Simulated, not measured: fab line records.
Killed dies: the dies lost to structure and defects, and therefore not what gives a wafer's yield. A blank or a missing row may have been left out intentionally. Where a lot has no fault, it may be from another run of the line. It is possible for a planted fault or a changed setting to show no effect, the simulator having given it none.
fab line records | flow nand_harc
record: lots: 12 | wafers: 36 | last_day: 34
route steps=1302 shown A_CHANNEL_HOLE_D1@478 A_CHANNEL_FILL_D1@495 END@1302
lots untouched by any fault: they come from a run of this same line in which no faults occurred
start_h: start of the lot's first displayed wafer, in hours after the record's first day | wait_h: hours from the lot's prior step to this one | " as in the row above | L1.1+2: several wafers, shown together as one row | - no value present, or no start provided | * or withheld: withheld | < > ~ a bound
route shown NAME@n: NAME is a module with steps in the file, n the number in the route of the first one | usual: mean/standard deviation taken from wafers without a fault | same: alike in all rows | chamber/n: place in a boat | sites: the reading at each site | _std_site: the values' standard deviation | _edge_site: mean of outer sites minus mean of inner sites | radius_mm: how far each site lies from the wafer's centre | mask NAME#n: copy n | behind: the last tool/chamber to shape the wafer | hold: what put the lot on hold/how long, in hours/how the hold closed | device: which transistor (n, p or np) failed to switch | end of line: the same wafers' tests at the end of the route | a step given without rows: its recipe and nothing more | killed: dies that structure and defects cost at the first sort, which is not the same as the wafer's yield | map: dies across one wafer; x = killed, . = not, _ = none there
set.NAME: the setting the step ran with; set.NAME@STEP: the setting that earlier step ran with | model.NAME: the simulator's own value behind a step, which no gauge read
a sample of lots followed through the steps of the route, with each step as a table and each wafer as a row
services: from which hour (start_h, from the record's first day; less than 0 if before it) a tool's chamber was out of use, for how many hours, and why
== steps ==
step: NHARC_A_CHANNEL_HOLE_D1_ETCH_26
recipe: bias_v: 300 | source_w: 2000 | pressure_mtorr: 30 | time_s: 224.1 | ar_flow_sccm: 375 | c4f8_flow_sccm: 11.4 | o2_flow_sccm: 113.6 | temp_c: -20 | target_depth_a: 3000 | chemistry: C4F8/O2/Ar
usual: drypump_motor_current_A: 5.8/0.83 | o2_flow_sccm: 113.5/0.35 | showerhead_plenum_p_Torr: 3.63/0.098 | throttle_valve_pct: 24.584/0.0097
lot.wafer | tool        | chamber | start_h | wait_h | drypump_motor_current_A | o2_flow_sccm | rf_hours_counter_h | showerhead_plenum_p_Torr | throttle_valve_pct
L808.4    | har_etch-02 | 0       | 179.76  | 0.5    | 6.5                     | 113.5        | -                  | 3.77                     | 24.587
L808.5    | "           | 0       | "       | "      | 6.4                     | 113.4        | -                  | 3.77                     | 24.603
L808.6    | "           | 1       | "       | "      | 5.0                     | 113.6        | -                  | 3.71                     | 24.573
L809.1    | har_etch-01 | 1       | 196.28  | 0.6    | 5.0                     | 112.8        | 91                 | 3.56                     | 24.589
L809.5    | "           | 0       | "       | "      | 6.7                     | 113.4        | -                  | 3.64                     | 24.587
L809.6    | "           | 1       | "       | "      | 5.0                     | 113.4        | -                  | 3.56                     | 24.577
L810.2    | har_etch-02 | 0       | 202.20  | 0.7    | 6.5                     | 113.9        | 302                | 3.76                     | 24.586
L810.1    | "           | 1       | "       | "      | 5.0                     | 112.8        | 302                | 3.71                     | 24.588
L810.5    | "           | 1       | "       | "      | 5.0                     | 113.8        | -                  | 3.71                     | 24.580
L811.1    | har_etch-01 | 1       | 213.81  | 0.6    | 5.0                     | 113.1        | 103                | 3.55                     | 24.592
L811.4    | "           | 0       | "       | "      | 6.7                     | 113.6        | -                  | 3.63                     | 24.593
L811.6    | "           | 1       | "       | "      | 5.0                     | 113.2        | -                  | 3.55                     | 24.585
L813.1    | har_etch-01 | 0       | 227.99  | 0.7    | 6.8                     | 113.6        | 110                | 3.63                     | 24.574
L813.3    | "           | 0       | "       | "      | 6.8                     | 113.7        | -                  | 3.63                     | 24.579
L813.5    | "           | 0       | "       | "      | 6.8                     | 114.1        | -                  | 3.63                     | 24.571
L814.2    | har_etch-01 | 0       | 243.88  | 0.6    | 6.7                     | 113.9        | 122                | 3.62                     | 24.605
L814.3    | "           | 1       | "       | "      | 5.0                     | 113.7        | -                  | 3.54                     | 24.590
L814.6    | "           | 1       | "       | "      | 4.9                     | 114.0        | -                  | 3.54                     | 24.593
L815.1    | har_etch-02 | 1       | 244.30  | 0.7    | 5.0                     | 113.5        | 332                | 3.69                     | 24.570
L815.3    | "           | 1       | "       | "      | 5.0                     | 113.7        | -                  | 3.69                     | 24.594
L815.5    | "           | 0       | "       | "      | 6.5                     | 113.6        | -                  | 3.75                     | 24.581
L818.2    | har_etch-01 | 1       | 289.84  | 0.6    | 5.0                     | 113.2        | 145                | 3.53                     | 24.587
L818.6    | "           | 0       | "       | "      | 6.7                     | 113.8        | -                  | 3.61                     | 24.579
L818.5    | "           | 1       | "       | "      | 5.0                     | 112.9        | -                  | 3.53                     | 24.580
L820.2    | har_etch-01 | 0       | 308.83  | 0.6    | 6.7                     | 113.8        | 160                | 3.60                     | 24.602
L820.5    | "           | 1       | "       | "      | 5.0                     | 113.7        | -                  | 3.52                     | 24.593
L820.6    | "           | 0       | "       | "      | 6.7                     | 113.3        | -                  | 3.60                     | 24.574
L829.1    | har_etch-01 | 0       | 392.06  | 0.6    | 6.7                     | 113.4        | 210                | 3.57                     | 24.593
L829.3    | "           | 0       | "       | "      | 6.7                     | 113.2        | -                  | 3.57                     | 24.588
L829.6    | "           | 0       | "       | "      | 6.7                     | 113.5        | -                  | 3.57                     | 24.579
L830.1    | har_etch-02 | 1       | 405.45  | 0.7    | 5.0                     | 113.9        | 8                  | 3.99                     | 24.587
L830.2    | "           | 0       | "       | "      | 6.5                     | 112.8        | 8                  | 3.70                     | 24.572
L830.3    | "           | 0       | "       | "      | 6.5                     | 112.9        | -                  | 3.70                     | 24.572
L831.1    | har_etch-01 | 1       | 414.79  | 0.7    | 5.0                     | 113.5        | 221                | 3.49                     | 24.605
L831.2    | "           | 0       | "       | "      | 6.7                     | 113.4        | 221                | 3.56                     | 24.576
L831.3    | "           | 0       | "       | "      | 6.7                     | 113.5        | -                  | 3.56                     | 24.581
step: NHARC_A_CHANNEL_HOLE_D1_STRIP_27
recipe: o2_flow_sccm: 500 | ar_flow_sccm: 0 | bias_w: 0 | chemistry: O2
usual: drypump_motor_current_A: 5.7/0.44 | o2_flow_sccm: 500.0/1.4 | oes_product_au: 1.000/0.0092 | rf_vpp_V: 57.6/0.93 | showerhead_plenum_p_Torr: 3.47/0.12 | throttle_valve_pct: 17.036/0.0091
same: bias_w: 0
lot.wafer | tool        | chamber | start_h | wait_h | drypump_motor_current_A | o2_flow_sccm | oes_product_au | rf_hours_counter_h | rf_vpp_V | showerhead_plenum_p_Torr | throttle_valve_pct
L808.4    | rie_diel-10 | 2       | -       | -      | 5.2                     | 500.2        | 1.006          | 29                 | 58.8     | 3.58                     | 17.028
L808.6    | "           | 2       | "       | "      | 5.2                     | 501.1        | 1.004          | -                  | 57.9     | 3.58                     | 17.043
L808.5    | "           | 3       | "       | "      | 6.0                     | 499.5        | 1.017          | -                  | 56.2     | 3.58                     | 17.038
L809.1    | rie_diel-10 | 2       | -       | -      | 5.2                     | 500.0        | 1.006          | 34                 | 56.7     | 3.58                     | 17.040
L809.6    | "           | 0       | "       | "      | 5.8                     | 499.4        | 1.022          | -                  | 57.5     | 3.52                     | 17.030
L809.5    | "           | 1       | "       | "      | 5.6                     | 501.3        | 0.996          | -                  | 57.8     | 3.31                     | 17.029
L810.2    | rie_diel-13 | 3       | -       | -      | 5.4                     | 497.0        | 0.993          | 2                  | 58.2     | 3.63                     | 17.033
L810.1    | "           | 2       | "       | "      | 5.3                     | 500.3        | 0.989          | 3                  | 57.7     | 3.56                     | 17.038
L810.5    | "           | 2       | "       | "      | 5.3                     | 499.4        | 0.990          | -                  | 58.2     | 3.56                     | 17.038
L811.1    | rie_diel-13 | 1       | -       | -      | 6.5                     | 501.7        | 0.997          | 4                  | 58.7     | 3.35                     | 17.042
L811.6    | "           | 1       | "       | "      | 6.5                     | 501.4        | 1.003          | -                  | 57.6     | 3.35                     | 17.027
L811.4    | "           | 2       | "       | "      | 5.3                     | 500.4        | 0.998          | -                  | 58.9     | 3.56                     | 17.040
L813.3    | rie_diel-13 | 3       | -       | -      | 5.4                     | 499.7        | 0.991          | 5                  | 58.6     | 3.63                     | 17.032
L813.1    | "           | 0       | "       | "      | 5.8                     | 501.2        | 1.003          | 2                  | 57.7     | 3.33                     | 17.042
L813.5    | "           | 2       | "       | "      | 5.3                     | 500.5        | 0.993          | -                  | 58.0     | 3.55                     | 17.050
L814.2    | rie_diel-10 | 1       | -       | -      | 5.6                     | 499.5        | 0.983          | 50                 | 56.6     | 3.30                     | 17.032
L814.3    | "           | 3       | "       | "      | 6.0                     | 501.7        | 0.993          | 48                 | 58.4     | 3.56                     | 17.042
L814.6    | "           | 2       | "       | "      | 5.2                     | 499.3        | 1.012          | -                  | 58.2     | 3.57                     | 17.049
L815.3    | rie_diel-13 | 2       | -       | -      | 5.3                     | 499.3        | 0.986          | 7                  | 58.2     | 3.55                     | 17.029
L815.1    | "           | 1       | "       | "      | 6.5                     | 500.8        | 1.005          | 7                  | 56.6     | 3.35                     | 17.033
L815.5    | "           | 3       | "       | "      | 5.4                     | 500.8        | 0.990          | -                  | 57.3     | 3.63                     | 17.020
L818.2    | rie_diel-13 | 0       | -       | -      | 5.8                     | 499.9        | 1.004          | 6                  | 58.6     | 3.33                     | 17.045
L818.6    | "           | 1       | "       | "      | 6.5                     | 501.4        | 1.008          | -                  | 57.8     | 3.35                     | 17.038
L818.5    | "           | 2       | "       | "      | 5.3                     | 497.2        | 0.993          | -                  | 58.9     | 3.55                     | 17.033
L820.2    | rie_diel-13 | 1       | -       | -      | 6.5                     | 500.4        | 1.014          | 11                 | 57.0     | 3.35                     | 17.021
L820.6    | "           | 0       | "       | "      | 5.8                     | 499.1        | 1.007          | -                  | 57.3     | 3.33                     | 17.031
L820.5    | "           | 1       | "       | "      | 6.5                     | 501.2        | 1.014          | -                  | 57.8     | 3.35                     | 17.047
L829.3    | rie_diel-13 | 0       | -       | -      | 5.8                     | 498.5        | 0.990          | 2                  | 57.2     | 3.32                     | 17.056
L829.1    | "           | 1       | "       | "      | 6.5                     | 500.0        | 1.007          | 2                  | 57.2     | 3.35                     | 17.047
L829.6    | "           | 0       | "       | "      | 5.8                     | 498.2        | 0.996          | -                  | 57.9     | 3.32                     | 17.036
L830.1    | rie_diel-10 | 1       | -       | -      | 5.6                     | 499.9        | 0.998          | 41                 | 57.5     | 3.28                     | 17.045
L830.2    | "           | 2       | "       | "      | 5.2                     | 499.6        | 1.007          | 46                 | 57.3     | 3.54                     | 17.041
L830.3    | "           | 3       | "       | "      | 6.0                     | 503.0        | 1.015          | 54                 | 58.1     | 3.53                     | 17.047
L831.2    | rie_diel-13 | 3       | -       | -      | 5.4                     | 501.1        | 1.009          | 3                  | 57.4     | 3.63                     | 17.022
L831.1    | "           | 0       | "       | "      | 5.8                     | 498.5        | 1.001          | 3                  | 57.4     | 3.32                     | 17.037
L831.3    | "           | 2       | "       | "      | 5.3                     | 499.0        | 0.996          | 4                  | 57.3     | 3.55                     | 17.021
step: NHARC_A_CHANNEL_HOLE_D1_XSEM_31
recipe: landing_energy_ev: 35000
usual: bot_cd_nm: 74.2/1.3 | bow_nm: 8.64/0.26 | tilt_deg: 0.06/0.044
lot.wafer | tool    | chamber | start_h | wait_h | bot_cd_nm | bow_nm | tilt_deg
L808.4    | xsem-01 | 0       | 181.52  | 0.1    | 74.6      | 8.78   | 0.07
L808.5    | "       | 0       | "       | "      | 71.6      | 8.85   | 0.07
L808.6    | "       | 0       | "       | "      | 73.7      | 8.83   | 0.07
L809.1    | xsem-02 | 0       | 198.22  | 0.1    | 76.3      | 8.02   | 0.03
L809.5    | "       | 0       | "       | "      | 75.4      | 8.10   | 0.03
L809.6    | "       | 0       | "       | "      | 74.5      | 8.06   | 0.03
L810.1    | xsem-01 | 0       | 204.19  | 0.1    | 75.8      | 8.99   | 0.11
L810.2    | "       | 0       | "       | "      | 72.8      | 8.87   | 0.11
L810.5    | "       | 0       | "       | "      | 72.1      | 8.90   | 0.11
L811.1    | xsem-02 | 0       | 215.91  | 0.1    | 76.0      | 8.83   | 0.13
L811.4    | "       | 0       | "       | "      | 73.9      | 8.77   | 0.13
L811.6    | "       | 0       | "       | "      | 75.6      | 8.79   | 0.13
L813.1    | xsem-01 | 0       | 229.81  | 0.1    | 73.9      | 9.00   | 0.06
L813.3    | "       | 0       | "       | "      | 72.0      | 9.04   | 0.06
L813.5    | "       | 0       | "       | "      | 71.5      | 8.94   | 0.06
L814.2    | xsem-02 | 0       | 245.74  | 0.1    | 74.4      | 8.41   | 0.12
L814.3    | "       | 0       | "       | "      | 75.0      | 8.44   | 0.12
L814.6    | "       | 0       | "       | "      | 74.0      | 8.37   | 0.12
L815.1    | xsem-01 | 0       | 246.11  | 0.1    | 72.3      | 8.67   | 0.06
L815.3    | "       | 0       | "       | "      | 71.3      | 8.65   | 0.06
L815.5    | "       | 0       | "       | "      | 71.5      | 8.63   | 0.06
L818.2    | xsem-02 | 0       | 291.64  | 0.1    | 74.4      | 8.73   | 0.10
L818.5    | "       | 0       | "       | "      | 72.8      | 8.85   | 0.10
L818.6    | "       | 0       | "       | "      | 74.9      | 8.84   | 0.10
L820.2    | xsem-01 | 0       | 310.65  | 0.1    | 74.8      | 8.76   | 0.05
L820.5    | "       | 0       | "       | "      | 75.6      | 8.74   | 0.05
L820.6    | "       | 0       | "       | "      | 76.4      | 8.75   | 0.05
L829.1    | xsem-02 | 0       | 394.01  | 0.1    | 74.8      | 8.91   | 0.04
L829.3    | "       | 0       | "       | "      | 73.9      | 8.89   | 0.04
L829.6    | "       | 0       | "       | "      | 74.1      | 8.82   | 0.04
L830.1    | xsem-01 | 0       | 407.28  | 0.1    | 75.3      | 8.55   | 0.16
L830.2    | "       | 0       | "       | "      | 74.7      | 8.57   | 0.17
L830.3    | "       | 0       | "       | "      | 73.8      | 8.57   | 0.17
L831.1    | xsem-02 | 0       | 416.63  | 0.1    | 77.4      | 8.72   | 0.11
L831.2    | "       | 0       | "       | "      | 73.8      | 8.64   | 0.11
L831.3    | "       | 0       | "       | "      | 72.8      | 8.58   | 0.11
step: NHARC_A_CHANNEL_FILL_D1_ALD_15
recipe: target_thk_a: 20 | pulse_time_s: 60 | ald_cycles: 19 | temp_c: 630 | pressure_torr: 2 | material: SiNx
usual: ald_cycles: 19/0 | precursor_pulse_height_rel: 0.998/0.02
lot.wafer | tool             | chamber | start_h | wait_h | ald_cycles | precursor_pulse_height_rel
L808.4    | ald_sin_batch-01 | 0       | 193.82  | -      | 19         | 0.992
L808.5    | "                | 0       | "       | "      | 19         | 1.014
L808.6    | "                | 0       | "       | "      | 19         | 1.006
L809.1    | ald_sin_batch-02 | 0       | 208.70  | -      | 19         | 1.005
L809.5    | "                | 0       | "       | "      | 19         | 1.020
L809.6    | "                | 0       | "       | "      | 19         | 0.951
L810.1    | ald_sin_batch-01 | 0       | 216.23  | -      | 19         | 0.990
L810.2    | "                | 0       | "       | "      | 19         | 0.990
L810.5    | "                | 0       | "       | "      | 19         | 0.987
L811.1    | ald_sin_batch-02 | 0       | 227.88  | -      | 19         | 1.006
L811.4    | "                | 0       | "       | "      | 19         | 0.998
L811.6    | "                | 0       | "       | "      | 19         | 1.001
L813.1    | ald_sin_batch-01 | 0       | 240.19  | -      | 19         | 0.998
L813.3    | "                | 0       | "       | "      | 19         | 1.021
L813.5    | "                | 0       | "       | "      | 19         | 1.027
L814.2    | ald_sin_batch-02 | 0       | 256.14  | -      | 19         | 0.965
L814.3    | "                | 0       | "       | "      | 19         | 0.963
L814.6    | "                | 0       | "       | "      | 19         | 0.983
L815.1    | ald_sin_batch-02 | 0       | 256.14  | -      | 19         | 0.976
L815.3    | "                | 0       | "       | "      | 19         | 0.977
L815.5    | "                | 0       | "       | "      | 19         | 1.015
L818.2    | ald_sin_batch-01 | 0       | 302.15  | -      | 19         | 0.999
L818.5    | "                | 0       | "       | "      | 19         | 0.994
L818.6    | "                | 0       | "       | "      | 19         | 0.989
L820.2    | ald_sin_batch-02 | 0       | 321.09  | -      | 19         | 1.011
L820.5    | "                | 0       | "       | "      | 19         | 0.994
L820.6    | "                | 0       | "       | "      | 19         | 1.022
L829.1    | ald_sin_batch-01 | 0       | 405.38  | -      | 15         | 0.984
L829.3    | "                | 0       | "       | "      | 15         | 0.977
L829.6    | "                | 0       | "       | "      | 15         | 0.981
L830.1    | ald_sin_batch-02 | 0       | 417.94  | 3.2    | 19         | 1.016
L830.2    | "                | 0       | "       | "      | 19         | 1.002
L830.3    | "                | 0       | "       | "      | 19         | 0.982
L831.1    | ald_sin_batch-01 | 0       | 427.27  | 3.1    | 15         | 0.969
L831.2    | "                | 0       | "       | "      | 15         | 0.993
L831.3    | "                | 0       | "       | "      | 15         | 1.001
step: NHARC_END_SORT_01
recipe: temp_c: 25
usual: killed_at_array: 52/18 | killed_at_other: 0.6/0.83 | killed_at_periphery: 4.3/2.8 | killed_dies: 57/19 | killed_open: 3.4/2 | killed_short: 2.5/1.7
same: gross_dies: 677
lot.wafer | tool      | chamber | start_h | wait_h | killed_at_array | killed_at_other | killed_at_periphery | killed_dies | killed_open | killed_short
L811.1    | prober-01 | 0       | 592.81  | 2.5    | 24              | 0               | 3                   | 27          | 0           | 8
L811.4    | prober-01 | 0       | 595.20  | 3.4    | 12              | 1               | 3                   | 16          | 2           | 1
L811.6    | prober-01 | 0       | 596.79  | 4.0    | 25              | 2               | 5                   | 32          | 6           | 2
L813.1    | prober-02 | 0       | 596.22  | 2.5    | 67              | 0               | 4                   | 71          | 3           | 5
L813.3    | prober-02 | 0       | 597.82  | 3.1    | 78              | 1               | 2                   | 81          | 7           | 6
L813.5    | prober-02 | 0       | 599.43  | 3.7    | 58              | 0               | 0                   | 58          | 3           | 3
L814.2    | prober-02 | 0       | 612.47  | 2.8    | 50              | 1               | 3                   | 54          | 2           | 3
L814.3    | prober-02 | 0       | 613.28  | 3.1    | 56              | 1               | 6                   | 63          | 4           | 3
L814.6    | prober-02 | 0       | 615.69  | 4.0    | 46              | 0               | 1                   | 47          | 1           | 1
killed by level:class
L811.1 A_STAIRCASE:chamber_film_flake=5 A_CHANNEL_HOLE_D2:chamber_film_flake=4 A_CONTACT:chamber_film_flake=4 A_ONON_D2:geometric_particle:short=3 A_CHANNEL_HOLE_D1:chamber_film_flake=3 P_STI:chamber_film_flake=2 P_M0:geometric_particle:short=1 A_ONON_D1:geometric_particle:short=1
L811.4 A_STAIRCASE:chamber_film_flake=6 A_CHANNEL_HOLE_D2:chamber_film_flake=3 P_GATE:chamber_film_flake=2 P_CONTACT:geometric_particle:open=1 A_SGD_CUT:geometric_particle:open=1 STARTING-WAFER:geometric_particle:short=1 A_CHANNEL_FILL_D1:chamber_film_flake=1 A_CONTACT:chamber_film_flake=1
L813.1 A_CHANNEL_HOLE_D2:chamber_film_flake=37 A_SLIT:chamber_film_flake=19 A_CONTACT:chamber_film_flake=3 P_GATE:geometric_particle:short=2 A_STAIRCASE:chamber_film_flake=2 P_GATE:geometric_particle:open=1 A_ONON_D2:geometric_particle:short=1 A_CHANNEL_HOLE_D2:geometric_particle:short=1
L811.6 A_STAIRCASE:chamber_film_flake=7 A_CHANNEL_HOLE_D2:chamber_film_flake=6 A_CONTACT:chamber_film_flake=3 P_M0:geometric_particle:open=2 A_M0:geometric_particle:open=2 A_CHANNEL_HOLE_D1:chamber_film_flake=2 A_SLIT:chamber_film_flake=2 THIN_TSV:chamber_film_flake=2
L813.3 A_CHANNEL_HOLE_D2:chamber_film_flake=43 A_SLIT:chamber_film_flake=14 A_CHANNEL_HOLE_D1:geometric_particle:open=2 A_CHANNEL_HOLE_D2:geometric_particle:short=2 P_GATE:chamber_film_flake=2 A_CHANNEL_HOLE_D1:chamber_film_flake=2 A_CONTACT:chamber_film_flake=2 A_ONON_D1:geometric_particle:short=1
L813.5 A_CHANNEL_HOLE_D2:chamber_film_flake=30 A_SLIT:chamber_film_flake=15 A_STAIRCASE:chamber_film_flake=3 A_SGD_CUT:chamber_film_flake=2 A_ONON_D1:geometric_particle:short=1 A_CHANNEL_HOLE_D1:geometric_particle:short=1 A_CHANNEL_HOLE_D1:geometric_particle:open=1 A_CHANNEL_FILL_D1:geometric_particle:short=1
L814.2 A_CHANNEL_HOLE_D2:chamber_film_flake=37 P_ZERO_WELL:chamber_film_flake=3 A_CHANNEL_HOLE_D1:chamber_film_flake=3 A_SLIT:chamber_film_flake=2 A_CONTACT:chamber_film_flake=2 A_CHANNEL_FILL_D1:geometric_particle:open=1 A_CHANNEL_FILL_D1:geometric_particle:short=1 A_DECK1_JOINT:geometric_particle:open=1
L814.3 A_CHANNEL_HOLE_D2:chamber_film_flake=38 P_ZERO_WELL:chamber_film_flake=4 A_CONTACT:chamber_film_flake=3 A_ONON_D2:geometric_particle:short=2 P_M1:chamber_film_flake=2 A_CHANNEL_HOLE_D1:chamber_film_flake=2 A_STAIRCASE:chamber_film_flake=2 A_ONON_D1:geometric_particle:open=1
L814.6 A_CHANNEL_HOLE_D2:chamber_film_flake=34 A_CONTACT:chamber_film_flake=5 A_CHANNEL_HOLE_D1:geometric_particle:short=1 A_M0:geometric_particle:open=1 P_M1:chamber_film_flake=1 A_ZERO_WELL:chamber_film_flake=1 A_CHANNEL_HOLE_D1:chamber_film_flake=1 A_CHANNEL_FILL_D1:chamber_film_flake=1
== services ==
tool             | chamber | start_h | hours | kind
rie_diel-13      | -       | 165.21  | 9.0   | pm
rie_diel-13      | 0       | 165.21  | 9.0   | vent_cycle
rie_diel-13      | 1       | 165.21  | 9.0   | vent_cycle
rie_diel-13      | 2       | 165.21  | 9.0   | vent_cycle
rie_diel-13      | 3       | 165.21  | 9.0   | vent_cycle
rie_diel-13      | 0       | 174.21  | -     | clean
ald_sin_batch-01 | -       | 197.64  | 5.5   | repair
rie_diel-13      | 0       | 202.66  | 15.2  | repair
rie_diel-10      | -       | 247.43  | 9.0   | pm
rie_diel-13      | 3       | 252.32  | 1.5   | repair
ald_sin_batch-02 | -       | 266.00  | 26.0  | pm
rie_diel-13      | 0       | 285.25  | 3.4   | repair
rie_diel-10      | 0       | 288.44  | 21.7  | repair
rie_diel-13      | 2       | 316.63  | 7.3   | repair
xsem-02          | -       | 322.58  | 0.1   | repair
har_etch-02      | -       | 339.45  | 2.7   | repair
rie_diel-13      | -       | 342.21  | 9.0   | pm
xsem-01          | -       | 374.00  | 14.0  | pm
rie_diel-13      | 0       | 375.05  | 7.5   | repair
har_etch-02      | -       | 377.04  | 17.0  | pm
rie_diel-13      | 2       | 381.59  | 2.0   | repair
rie_diel-13      | 3       | 390.08  | 12.7  | repair
rie_diel-10      | 1       | 393.31  | 7.2   | repair
rie_diel-10      | -       | 424.43  | 9.0   | pm
== key ==
first_sign: step: NHARC_A_CHANNEL_FILL_D1_ALD_15 | reading: ald_cycles | direction: down | sigmas: 99+ | usual: 19 | struck: 15
effect none on later readings
met_at NHARC_A_CHANNEL_FILL_D1_ALD_15
struck_lots L829,L831
tester_left_out L829,L831
not_acting_at NHARC_A_CHANNEL_HOLE_D1_ETCH_26,NHARC_A_CHANNEL_HOLE_D1_STRIP_27,NHARC_A_CHANNEL_HOLE_D1_XSEM_31
onset_between 302.15 405.38
fault: kind: process_parameter_drift | tool: ald_sin_batch-01 | chamber: - | onset_h: 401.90 | steps: NHARC_A_CHANNEL_FILL_D1_ALD_15 | channel: ald_cycles | offset: -4 | shape: step | end_h: 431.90 | acts_in: these_recipes_only | stated: 19
tester_left_out: of these lots the tester's yield and bins aren't shown, on N5 and GAA mostly nor the transistor test; their killed dies are dies lost to structure and defects alone, not to doping, threshold or leakage, so they don't give the yield
